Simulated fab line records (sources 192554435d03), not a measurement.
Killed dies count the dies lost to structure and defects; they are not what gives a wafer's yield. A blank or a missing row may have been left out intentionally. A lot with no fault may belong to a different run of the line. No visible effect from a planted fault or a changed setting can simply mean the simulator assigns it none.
A lot that was struck, set against a sound lot    flow n5_finfet    38 steps out of a route of 1938
Sound: the wafers L706.2, L706.4, L706.5. Struck: wafers L718.2, L718.5, L718.6. At the end, the cause is stated.
Per side, at each step with rows, come the tool, then ch with its chambers, and then its first start. Under that, the readings that differ: sound wafers    struck wafers    difference of the means    sigmas: that difference in standard deviations of wafers without a fault.
alike: words and numbers the same on both sides, and readings whose means are apart by under 2 such deviations; not compared: readings that were withheld, readings missing a value for some wafer, numbers with overlapping values and no deviation given by the record, and bounds like >300 which may hide the same value.
A row with sigmas, a row that says differs or no value, or rows on one side alone: a step with any of these is where the two part. Numbers that have no deviation but don't overlap get no sigmas and don't part them. A reading that every wafer of one side lacks parts them only if that side has two wafers or more.

first, 11 steps without rows for these wafers: N5_BEOL_M5_ETCH_68 (etches SOC in N2/H2, target depth 80 nm, overetch 16 nm, time 120 s); N5_BEOL_M5_STRIP_69 (strips in N2/H2); N5_BEOL_M5_STRIP_76 (strips in N2/H2); N5_BEOL_M5_VIA_ETCH_34 (etches SiCOH lowk in C4F6/O2, target depth 88.3 nm, time 39.2 s); N5_BEOL_M5_STRIP_85 (strips in C4F6/O2); N5_BEOL_M5_STRIP_36 (strips in N2/H2); N5_BEOL_M5_TRENCH_ETCH_37 (etches SiCOH lowk in C4F6/O2, target depth 71.652 nm, time 24.7 s); N5_BEOL_M5_ETCH_41 (etches SiCN in CH3F/O2, target depth 31.5 nm, time 56.7 s); N5_BEOL_M5_STRIP_91 (strips in N2/H2, time 10 s); N5_BEOL_M5_HM_STRIP_39 (strips TiN in peroxide tin strip, target depth 25 nm, time 158 s); N5_BEOL_M5_SRD_40 (time 30 s).
N5_BEOL_M5_PRECLEAN_42: cleans in residue remover, time 60 s.
  sound on wet_bench-06 ch 0,1,7, day 9 04:01; struck on wet_bench-05 ch 0,1,2, day 12 05:38
then, 25 steps without rows for these wafers: N5_BEOL_M5_SRD_43 (time 30 s); N5_BEOL_M5_CURE_80 (cures SiCOH lowk, time 120 s); N5_BEOL_M5_DEGAS_44 (time 60 s); N5_BEOL_M5_PRE_CLEAN_45 (time 30 s); N5_BEOL_M5_ALD_86 (deposits TaN, pulse time 2 s, purge time 3 s, co reactant purge time 2 s); N5_BEOL_M5_SURFACE_TREAT_87; N5_BEOL_M5_CVD_47 (deposits Co from CCTBA/H2, target thk 3 nm, time 216 s); N5_BEOL_M5_SPUTTER_48 (material Cu, target thk 15 nm, time 27.62 s); N5_BEOL_M5_ANNEAL_49 (time 1800 s); N5_BEOL_M5_SPUTTER_81 (material Cu, target thk 15 nm, time 27.62 s); N5_BEOL_M5_ANNEAL_82 (time 1800 s); N5_BEOL_M5_SPUTTER_83 (material Cu, target thk 15 nm, time 27.62 s); N5_BEOL_M5_ANNEAL_84 (time 1800 s); N5_BEOL_M5_SPUTTER_88 (material Cu, target thk 15 nm, time 27.62 s); N5_BEOL_M5_ANNEAL_89 (time 1800 s); N5_BEOL_M5_SPUTTER_90 (material Cu, target thk 4.5 nm, time 8.29 s); N5_BEOL_M5_ECD_50 (material Cu, target thk 300 nm); N5_BEOL_M5_ANNEAL_51 (time 90 s); N5_BEOL_M5_CMP_52 (polishes, stops on SiCOH lowk, t overpolish 6.9 s, target thk 62 nm); N5_BEOL_M5_PRE_CLEAN_77 (time 15 s); N5_BEOL_M5_CO_CAP_78 (material Co, precursor CCTBA/H2, target thk 2 nm, time 102.1 s); N5_BEOL_M5_PRE_CLEAN_55 (time 15 s); N5_BEOL_M5_DEP_56 (deposits SiCN from 3MS/NH3, target thk 8 nm, time 14 s); N5_BEOL_M6_ILD_DEP_00 (deposits SiCOH lowk from DEMS/porogen, target thk 179.75 nm, time 33.4 s); N5_BEOL_M6_CURE_74 (cures SiCOH lowk, time 240 s).
-- here the record skips 5 days between the struck wafers' starts before and after, leaving off in module BEOL_M6 and picking up in module PASSIVATION (first step shown: number 1936 of the route) --
N5_PASSIVATION_PROBE_49:
  sound: prober-02 at day 14 09:43; struck: prober-02 at day 17 07:52
reading                   sound           struck          difference  sigmas
defect_limited_yield (%)  91.4 89.9 90.3  84.9 83.5 86.6  -5.5        -4
killed_at_M4_up           18 14 9         97 78 53        +62         +12
killed_dies               101 119 115     178 195 158     +65         +4
killed_on_rim             17 15 12        24 33 33        +15         +4
sort_bin_5_function (%)   4.9 5.3 6.5     9.2 9.6 8.6     +3.6        +4
sort_n_pass               1079 1061 1065  1002 985 1022   -65         -3
sort_yield_pct (%)        91.4 89.9 90.3  84.9 83.5 86.6  -5.5        -3
  alike: killed_at_M0_to_M3, killed_at_contacts, killed_at_front_end, killed_at_other, killed_open, killed_short, sort_bin_6_memory

## WHERE THEY PART
Within this record, at N5_PASSIVATION_PROBE_49 only.

WHY: the cause the simulator had injected
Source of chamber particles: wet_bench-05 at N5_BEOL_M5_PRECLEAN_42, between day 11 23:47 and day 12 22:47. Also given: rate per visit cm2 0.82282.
